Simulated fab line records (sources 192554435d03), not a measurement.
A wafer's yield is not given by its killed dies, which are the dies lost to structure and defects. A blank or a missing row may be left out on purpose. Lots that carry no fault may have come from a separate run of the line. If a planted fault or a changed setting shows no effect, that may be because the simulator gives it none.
One fault through the eyes of 3 desks :: flow n5 finfet :: each desk holds nothing but its own numbers, with what lay behind them at the end

== AT THE TOOL OWNER'S DESK: rie diel-04 ==
The tool's own readings at N5_BEOL_M8_ETCH_66 (etches SOC in N2/H2, target depth 80 nm, overetch 16 nm, time 120 s): means of the sampled wafers that have a number, for each lot that ran on this tool. Marked OUT: a lot whose mean sits more than 4 standard deviations from the usual mean, which makes it out of limits; the brackets give that distance.
Columns: A = drypump motor current A at N5_BEOL_M8_ETCH_66, usual 5.7 A; B = h2 flow sccm at N5_BEOL_M8_ETCH_66, usual 200.1 sccm; C = oes product au at N5_BEOL_M8_ETCH_66, usual 0.60 a.u.; D = rf fwd power W at N5_BEOL_M8_ETCH_66, usual 835.8 W; E = rf vpp V at N5_BEOL_M8_ETCH_66, usual 523.7 V; F = showerhead plenum p Torr at N5_BEOL_M8_ETCH_66, usual 2.53 Torr; G = throttle valve pct at N5_BEOL_M8_ETCH_66, usual 17.91 %
lot: L423
first seen here: day 11 04:05
A: 5.9
B: 200.7
C: 0.54
D: 833.5
E: 522.6
F: 2.48
G: 18.05

lot: L430
first seen here: day 12 23:10
A: 5.8
B: 200.3
C: 0.55
D: 633.3 (-70) OUT
E: 571.2 (+20) OUT
F: 2.48
G: 18.01

lot: L433
first seen here: day 13 05:42
A: 5.9
B: 200.1
C: 0.55
D: 630.9 (-71) OUT
E: 571.1 (+20) OUT
F: 2.45
G: 17.87
This desk's finding: out of limits on L430, L433; first on L430, day 12 23:10 (rf fwd power W at N5_BEOL_M8_ETCH_66). Within limits: L423.

== FROM THE METROLOGY DESK ==
What the gauges read, lot by lot, whatever tool the lot ran on: means of the sampled wafers that have a number. Marked OUT: a lot whose mean sits more than 4 standard deviations from the usual mean, which makes it out of limits; the brackets give that distance.
Columns: A = cd nm at N5_BEOL_M8_CD_MEAS_28, usual 40.05 nm; B = V7_OVL at N5_BEOL_M8_OVL_MEAS_29, usual 0.1 nm
lot: L423
first seen here: day 11 03:53
A: 40.26
B: -0.0

lot: L425
first seen here: day 11 03:58
A: 40.28
B: -0.2

lot: L430
first seen here: day 12 22:58
A: 40.08
B: 1.0

lot: L433
first seen here: day 13 05:22
A: 40.06
B: 0.1

lot: L435
first seen here: day 13 13:43
A: 39.84
B: -0.4

lot: L437
first seen here: day 14 14:55
A: 39.66
B: 0.1
Result from this desk: across the 6 lots, nothing is out of limits.

== THE DEFECT DESK ==
Inspection counts along the route, by lot: the mean over sampled wafers that carry a number. Marked OUT: a lot whose mean sits more than 4 standard deviations from the usual mean, which makes it out of limits; the brackets give that distance.
Columns: A = raw defect count at N5_BEOL_M8_INSPECT_30, usual 412
lot: L423
first seen here: day 11 03:58
A: 403

lot: L425
first seen here: day 11 04:03
A: 331

lot: L430
first seen here: day 12 23:03
A: 577

lot: L433
first seen here: day 13 05:27
A: 307

lot: L435
first seen here: day 13 13:49
A: 404

lot: L437
first seen here: day 14 15:01
A: 348
Result from this desk: across the 6 lots, nothing is out of limits.

== TAKEN TOGETHER ==
The tool owner's desk could have raised an alarm at day 12 23:10, on L430, L433.
At the metrology desk, nothing out of limits was observed.
No out-of-limits result turned up at the defect desk.
The metrology desk holds a record of L430, L433, inside its limits.
The defect desk has L430, L433 on record, within its limits.
Of the lots named, all ran N5_BEOL_M8_ETCH_66 on rie diel-04.

== WHAT WAS PUT IN BY THE SIMULATOR ==
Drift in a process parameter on rie diel-04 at N5_BEOL_M8_ETCH_66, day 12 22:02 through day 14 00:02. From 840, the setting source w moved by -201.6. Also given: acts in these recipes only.
Lots struck among those shown: L430, L433.
Delay in hours, fault start to first out-of-limits reading, by desk: the tool owner's desk at 1.
